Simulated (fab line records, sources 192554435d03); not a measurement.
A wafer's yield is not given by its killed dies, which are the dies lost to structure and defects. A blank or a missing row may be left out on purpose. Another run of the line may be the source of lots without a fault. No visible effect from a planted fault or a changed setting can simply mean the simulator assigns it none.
Split-lot trial    flow n5 finfet    21 wafers read across 7 lots, on a route 1938 steps long

== SPLIT DETAILS ==
At N5_BEOL_M11_COAT_59 (time 60 s, resist thk 100 nm), the setting spin rpm was moved away from the recipe's 1500 rpm on 10 of the 21 wafers read, by -8.9% to +5.6%. This setting was run at the recipe's value on the other wafers.

The reading is taken at the split's own step.

== THE READING ==
SOC_of_BEOL_M11_COAT_59.thk nm (the simulator's own value, which no gauge read), in nm, at N5_BEOL_M11_COAT_59 (time 60 s, resist thk 100 nm). The file gives no usual value for it. Here, 11 wafers ran the recipe; their average is 100.0 nm with a standard deviation of 0.21 nm.

wafer   tool, chamber at the split  spin rpm as run, rpm  against the recipe  SOC_of_BEOL_M11_COAT_59.thk nm, nm  against lot-mates on the recipe
L075.2  litho track-03, 0           1500                  recipe              100                                 -
L075.4  litho track-03, 0           1416                  -5.6%               102.8                               +2.8
L075.6  litho track-03, 0           1416                  -5.6%               102.6                               +2.6
L078.1  litho track-02, 0           1584                  +5.6%               97                                  no lot-mate on the recipe
L078.4  litho track-02, 0           1584                  +5.6%               97.2                                no lot-mate on the recipe
L078.6  litho track-02, 0           1584                  +5.6%               97.2                                no lot-mate on the recipe
L082.2  litho track-02, 0           1500                  recipe              99.8                                -
L082.3  litho track-02, 0           1500                  recipe              99.8                                -
L082.6  litho track-02, 0           1415                  -5.7%               102.8                               +3.0
L084.1  litho track-02, 0           1500                  recipe              100.2                               -
L084.2  litho track-02, 0           1500                  recipe              100.2                               -
L084.3  litho track-02, 0           1500                  recipe              100.2                               -
L087.4  litho track-03, 0           1500                  recipe              99.8                                -
L087.5  litho track-03, 0           1500                  recipe              100.2                               -
L087.6  litho track-03, 0           1379                  -8.1%               104.6                               +4.6
L093.2  litho track-02, 0           1366                  -8.9%               105                                 no lot-mate on the recipe
L093.4  litho track-02, 0           1366                  -8.9%               105                                 no lot-mate on the recipe
L093.5  litho track-02, 0           1366                  -8.9%               105                                 no lot-mate on the recipe
L096.1  litho track-03, 0           1500                  recipe              100                                 -
L096.4  litho track-03, 0           1500                  recipe              100.4                               -
L096.5  litho track-03, 0           1500                  recipe              99.8                                -

THE FIT
A straight line over all 21 wafers: SOC_of_BEOL_M11_COAT_59.thk nm changes by -0.535 nm for each +1% of spin rpm; r = -1.00; the points scatter about the line by 0.23 nm.
The same after taking each lot's own level away (the mean of its wafers on the recipe; 15 wafers): -0.53 nm for each +1%; r = -0.99; scatter 0.2 nm.
According to that fit, moving spin rpm by its largest amount changes the reading by 4.7 nm.
The span of the lots' own levels, 99.80 to 100.20 nm, comes to 1.9 times the standard deviation stated above.
The two slopes are in agreement: the lot-to-lot level therefore moves the slope only a little.
Check: +4.02 nm against its lot-mates is what the line predicts for one of the wafers moved furthest among these (-8.1%) when that wafer is left out of the fit. Against them it came out at +4.6 nm.

== THESE WAFERS: OTHER SPLITS ==
Note: prior to the reading, these wafers also went through further splits. Each is held against what the fit with the lots' levels taken away leaves over:
other split on the same wafers  wafers away from the commonest value  r with SOC_of_BEOL_M11_COAT_59.thk nm (lot level and that fit taken away)
N5_BEOL_M6_COAT_60 spin rpm     9                                     +0.03
N5_BEOL_M7_DEP_56 time s        5                                     -0.32
N5_BEOL_M8_ILD_DEP_00 time s    5                                     +0.10
N5_BEOL_M8_EXPOSE_25 dose mj    6                                     -0.30
N5_BEOL_M8_ETCH_65 source w     10                                    +0.35
N5_BEOL_M10_COAT_64 spin rpm    6                                     -0.53
N5_BEOL_M10_COAT_22 spin rpm    4                                     -0.16

== THE FILE'S OWN FIT ==
SOC_of_BEOL_M11_COAT_59.thk nm changes by -0.539 nm for each +1% of spin rpm, r = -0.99.
